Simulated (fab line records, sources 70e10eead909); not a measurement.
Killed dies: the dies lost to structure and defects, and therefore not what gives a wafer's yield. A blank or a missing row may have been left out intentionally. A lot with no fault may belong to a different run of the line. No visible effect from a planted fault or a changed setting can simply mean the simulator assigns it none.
A struck lot beside a sound one -- flow nand harc -- 14 steps out of a route of 1159
Sound: the wafers L599.2, L599.3, L599.4. Struck: wafers L600.1, L600.3, L600.5. Last of all comes the cause.
Order at every step that has rows: each side's tool, ch and its chambers, its first start. Under that, the readings that differ: sound wafers -- struck wafers -- difference of the means -- sigmas: that difference in standard deviations of wafers without a fault.
alike: a reading whose means differ by less than 2 such deviations, as well as words and numbers matching on both sides. not compared: withheld readings; readings where some wafer has no value; bounds like >300 that might hide an equal value; numbers whose values overlap and for which the record gives no deviation.
The two part at a step that has a row with sigmas, a row that says differs or no value, or rows on one side only. Numbers that have no deviation but don't overlap get no sigmas and don't part them. Lack of a reading on every wafer of one side parts them only where that side has two or more wafers.

NHARC_A_STAIRCASE_STRIP_316: strips in O2.
  sound on rie diel-09 ch 0,1,3; struck on rie diel-09 ch 0,2,3
  alike: drypump motor current A, oes product au, rf vpp V, showerhead plenum p Torr, throttle valve pct
  not compared: rf hours counter h
then, 3 steps without rows for these wafers: NHARC_A_STAIRCASE_STRIP_317 (strips in SPM, time 900 s); NHARC_A_STAIRCASE_PRECLEAN_318 (cleans in SC1); NHARC_A_STAIRCASE_SRD_329.
NHARC_A_STAIRCASE_ALD_415: deposits SiO2, target thk 30 nm, pulse time 6 s, ald cycles 300.
  sound on ald hk-01 ch 0,2,3, day 12 03:51; struck on ald hk-02 ch 1,3, day 12 10:11
  alike: heater power outer w, heater power w, precursor pulse height rel
NHARC_A_STAIRCASE_ETCHBACK_416: etches the open film in C4F8/O2/Ar, target depth 36 nm, time 7.2 s.
  sound on rie diel-13 ch 1,2,3; struck on rie diel-10 ch 0,1,3
  alike: oes product au, rf vpp V
  not compared: rf hours counter h
NHARC_A_STAIRCASE_STRIP_476: strips in O2, time 20 s.
  sound on rie diel-13 ch 0,2,3, day 12 06:01; struck on rie diel-10 ch 1,2, day 12 12:23
  alike: drypump motor current A, oes product au, rf vpp V, showerhead plenum p Torr, throttle valve pct
  not compared: rf hours counter h
NHARC_A_STAIRCASE_DEP_417: deposits Si3N4, target thk 60 nm.
  sound on pecvd-02 ch 0,1,2, day 12 06:40; struck on pecvd-04 ch 0,2, day 12 12:32
reading,sound,struck,difference,sigmas
heater power w (W),726 797 885,603 688 615,-167,-2
then, 3 steps without rows for these wafers: NHARC_A_STAIRCASE_WET_418 (chemistry H3PO4, target depth 20 nm); NHARC_A_STAIRCASE_PRECLEAN_419 (cleans in SC1); NHARC_A_STAIRCASE_SRD_421.
NHARC_A_STAIRCASE_ALD_420: deposits SiO2, target thk 20 nm, pulse time 6 s, ald cycles 200.
  sound on ald hk-04 ch 1,2,3, day 12 11:30; struck on ald hk-01 ch 0,1, day 12 16:43
  no value came back on the struck wafers for ald cycles, heater power outer w (W), heater power w (W), precursor pulse height rel; on the sound wafers ald cycles reads 200 200 200
then, 1 step without rows for these wafers: NHARC_A_STAIRCASE_CVD_552 (deposits SiNx, target thk 40 nm).
-- record jumps: 8 days between struck wafers' starts before vs after; left off in module A_STAIRCASE, resumes in module END, first step shown is number 1159 of the route --
NHARC_END_SORT_01:
  here the record holds rows for the struck wafers (prober-01 ch 0, day 20 13:19) but none for the sound ones

== WHERE THEY PART ==
Last at NHARC_END_SORT_01 as far as this record goes, first at NHARC_A_STAIRCASE_DEP_417.

WHY: whatever the simulator had introduced
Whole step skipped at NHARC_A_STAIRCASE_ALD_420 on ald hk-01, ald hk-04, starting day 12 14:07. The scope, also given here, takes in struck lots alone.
